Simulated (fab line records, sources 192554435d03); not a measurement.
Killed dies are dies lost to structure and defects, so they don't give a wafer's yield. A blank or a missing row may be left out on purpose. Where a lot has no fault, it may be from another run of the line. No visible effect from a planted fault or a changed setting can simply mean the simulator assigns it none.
Split-lot trial | flow n5-finfet | route with 1938 steps; 7 lots, 39 wafers read

== THE SPLIT ITSELF ==
At N5_BEOL_M8_ETCH_66 (etches SOC in N2/H2, target depth 80 nm, overetch 16 nm, time 120 s), the setting target-depth-a was moved away from the recipe's 800 angstrom on 15 of the 39 wafers read, by -59.8% to +53.6%. For the rest of the wafers, this setting stayed at what the recipe calls for.

The reading comes from the split's own step.

== THE READING ==
SiARC_of_BEOL_M8_COAT_64.thk-nm (the simulator's own value, which no gauge read), in nm, at N5_BEOL_M8_ETCH_66 (etches SOC in N2/H2, target depth 80 nm, overetch 16 nm, time 120 s). The file does not state a usual value for it. Across the 24 wafers here that went through the recipe, the average is 6.5 nm and the standard deviation 0.22 nm.

wafer  | tool, chamber at the split | target-depth-a as run, angstrom | against the recipe | SiARC_of_BEOL_M8_COAT_64.thk-nm, nm | against lot-mates on the recipe
L074.1 | rie-diel-04, 3             | 800                             | recipe             | 6.2                                 | -
L074.2 | rie-diel-04, 2             | 1117                            | +39.6%             | 5                                   | -1.4
L074.3 | rie-diel-04, 0             | 800                             | recipe             | 6.6                                 | -
L074.4 | rie-diel-04, 1             | 800                             | recipe             | 6.4                                 | -
L074.5 | rie-diel-04, 1             | 1117                            | +39.6%             | 4.6                                 | -1.8
L074.6 | rie-diel-04, 2             | 1117                            | +39.6%             | 5                                   | -1.4
L081.1 | rie-diel-02, 1             | 800                             | recipe             | 6.8                                 | -
L081.2 | rie-diel-02, 2             | 321.7                           | -59.8%             | 9.4                                 | +2.9
L081.3 | rie-diel-02, 0             | 800                             | recipe             | 6.4                                 | -
L081.4 | rie-diel-02, 3             | 321.7                           | -59.8%             | 9                                   | +2.5
L081.5 | rie-diel-02, 3             | 800                             | recipe             | 6.2                                 | -
L081.6 | rie-diel-02, 2             | 321.7                           | -59.8%             | 9.4                                 | +2.9
L082.1 | rie-diel-06, 0             | 800                             | recipe             | 6.6                                 | -
L082.2 | rie-diel-06, 3             | 345.8                           | -56.8%             | 9.2                                 | +2.7
L082.3 | rie-diel-06, 2             | 800                             | recipe             | 6.6                                 | -
L082.4 | rie-diel-06, 1             | 800                             | recipe             | 6.2                                 | -
L082.5 | rie-diel-06, 3             | 345.8                           | -56.8%             | 9                                   | +2.5
L082.6 | rie-diel-06, 2             | 345.8                           | -56.8%             | 9.2                                 | +2.7
L083.1 | rie-diel-04, 1             | 800                             | recipe             | 6.4                                 | -
L083.2 | rie-diel-04, 0             | 800                             | recipe             | 6.6                                 | -
L083.3 | rie-diel-04, 2             | 800                             | recipe             | 6.8                                 | -
L083.4 | rie-diel-04, 3             | 1024                            | +28.0%             | 4.6                                 | -2.0
L083.5 | rie-diel-04, 1             | 1024                            | +28.0%             | 5                                   | -1.6
L083.6 | rie-diel-04, 2             | 1024                            | +28.0%             | 5.6                                 | -1.0
L089.1 | rie-diel-04, 2             | 800                             | recipe             | 6.8                                 | -
L089.2 | rie-diel-04, 1             | 800                             | recipe             | 6.6                                 | -
L089.3 | rie-diel-04, 3             | 800                             | recipe             | 6.2                                 | -
L091.1 | rie-diel-06, 2             | 1229                            | +53.6%             | 4.4                                 | -2.1
L091.2 | rie-diel-06, 1             | 800                             | recipe             | 6.2                                 | -
L091.3 | rie-diel-06, 0             | 1229                            | +53.6%             | 4.2                                 | -2.3
L091.4 | rie-diel-06, 3             | 800                             | recipe             | 6.4                                 | -
L091.5 | rie-diel-06, 2             | 800                             | recipe             | 6.8                                 | -
L091.6 | rie-diel-06, 3             | 1229                            | +53.6%             | 4                                   | -2.5
L095.1 | rie-diel-04, 2             | 800                             | recipe             | 6.8                                 | -
L095.2 | rie-diel-04, 0             | 800                             | recipe             | 6.8                                 | -
L095.3 | rie-diel-04, 3             | 800                             | recipe             | 6.4                                 | -
L095.4 | rie-diel-04, 1             | 800                             | recipe             | 6.6                                 | -
L095.5 | rie-diel-04, 2             | 800                             | recipe             | 6.8                                 | -
L095.6 | rie-diel-04, 1             | 800                             | recipe             | 6.6                                 | -

THE FIT
A straight line over all 39 wafers: SiARC_of_BEOL_M8_COAT_64.thk-nm changes by -0.0452 nm for each +1% of target-depth-a; r = -0.99; the points scatter about the line by 0.24 nm.
The same after taking each lot's own level away (the mean of its wafers on the recipe; 39 wafers): -0.0452 nm for each +1%; r = -0.98; scatter 0.25 nm.
Per that fit: largest target-depth-a move, reading shift of 2.7 nm.
Measured against the standard deviation above, the lots' own levels, which go from 6.40 to 6.67 nm, span 1.2 times it.
The two slopes are in agreement: the lot-to-lot level therefore moves the slope only a little.
Check: with one of the wafers moved furthest among these (-59.8%) left out of the fit, the line predicts +2.7 nm for it against its lot-mates. Against them it came out at +2.93 nm.

== THESE WAFERS: OTHER SPLITS ==
These wafers also went through other splits before the reading. Each is held against what the fit with the lots' levels taken away leaves over:
other split on the same wafers           | wafers away from the commonest value | r with SiARC_of_BEOL_M8_COAT_64.thk-nm (lot level and that fit taken away)
N5_PMOS_HMC_CHANNEL_EPI_HM_DEP_34 time-s | 12                                   | -0.07
N5_GATE_CUT_DESCUM_18 time-s             | 12                                   | +0.19
N5_MOL_CONTACT_COAG_ALD_131 ald-cycles   | 15                                   | -0.02
N5_BEOL_M0_CUTY_ETCH_63 time-s           | 12                                   | -0.03

== THE WHOLE CHAIN: every reading that the file lists as answering this split, in the file's order ==
step               | what it does                                                        | reading                                                                          | change (the file's fit)                                                             | r (the file's)
N5_BEOL_M8_ETCH_66 | etches SOC in N2/H2, target depth 80 nm, overetch 16 nm, time 120 s | etch.depth-nm (the simulator's own value, which no gauge read)                   | not straight: 47.5 at the lowest setting, 60.14 at the recipe, 60.12 at the highest | not given
N5_BEOL_M8_ETCH_66 | etches SOC in N2/H2, target depth 80 nm, overetch 16 nm, time 120 s | SiARC_of_BEOL_M8_COAT_64.thk-nm (the simulator's own value, which no gauge read) | -0.0452 nm for each +1% of the setting                                              | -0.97

== THE FILE'S OWN FIT ==
SiARC_of_BEOL_M8_COAT_64.thk-nm changes by -0.0452 nm for each +1% of target-depth-a, r = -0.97.
